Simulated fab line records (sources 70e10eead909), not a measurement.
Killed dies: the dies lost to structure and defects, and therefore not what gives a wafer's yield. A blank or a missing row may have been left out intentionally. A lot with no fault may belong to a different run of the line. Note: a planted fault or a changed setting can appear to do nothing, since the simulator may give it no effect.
Chamber matching | flow nand-harc | NHARC_THIN_TSV_DESCUM_14 on rie-diel-09 has 4 sister chambers
The step chemistry O2, time 3 s. 7 wafers are shown with their chamber, then 8 later ones without.

WAFERS WITH THEIR CHAMBER
wafer  | chamber | rf-vpp-V (V) | throttle-valve-pct (%)
L293.4 | 3       | 57.6         | 11.313
L301.1 | 3       | 58.1         | 11.298
L300.3 | 0       | 58.5         | 11.308
L300.5 | 0       | 59.0         | 11.315
L302.3 | 2       | 56.4         | 11.314
L302.6 | 1       | 59.0         | 11.316
L304.2 | 1       | 58.8         | 11.300

WAFERS WITH NO CHAMBER GIVEN
wafer  | rf-vpp-V (V) | throttle-valve-pct (%)
L304.3 | 58.9         | 11.325
L304.6 | 59.5         | 11.307
L307.2 | 57.8         | 11.294
L307.5 | 58.4         | 11.315
L307.6 | 57.1         | 11.302
L308.3 | 58.0         | 11.330
L308.4 | 56.2         | 11.316
L308.5 | 58.2         | 11.306

WHICH CHAMBER EACH ONE RAN IN
wafer  | from the rows above          | in truth
L304.3 | can't be placed: 0 or 1      | 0
L304.6 | can't be placed: 1 or 0      | 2
L307.2 | 3                            | 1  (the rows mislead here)
L307.5 | can't be placed: 0 or 1 or 3 | 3
L307.6 | can't be placed: 3 or 2      | 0
L308.3 | can't be placed: 3 or 0 or 1 | 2
L308.4 | 2                            | 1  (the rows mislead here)
L308.5 | can't be placed: 3 or 0 or 1 | 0
Correctly placed: 0 of 8. Cannot be placed on the basis of these rows: 6; the candidates contain the true chamber in 3. Placed wrongly: 2.
How it was worked out, from the rows above alone: a wafer's distance from a chamber is the root of the sum, over the readings, of the square of ((its reading less the chamber's mean) divided by the reading's scatter). If the next closest chamber is less than 2 further off than the closest, the wafer can't be placed; otherwise it belongs to the closest. The mean given for a chamber averages the wafers shown for that chamber. The scatter: the root of (the sum of the squares of (reading less its chamber's mean) over the shown wafers, divided by (wafers less chambers)).
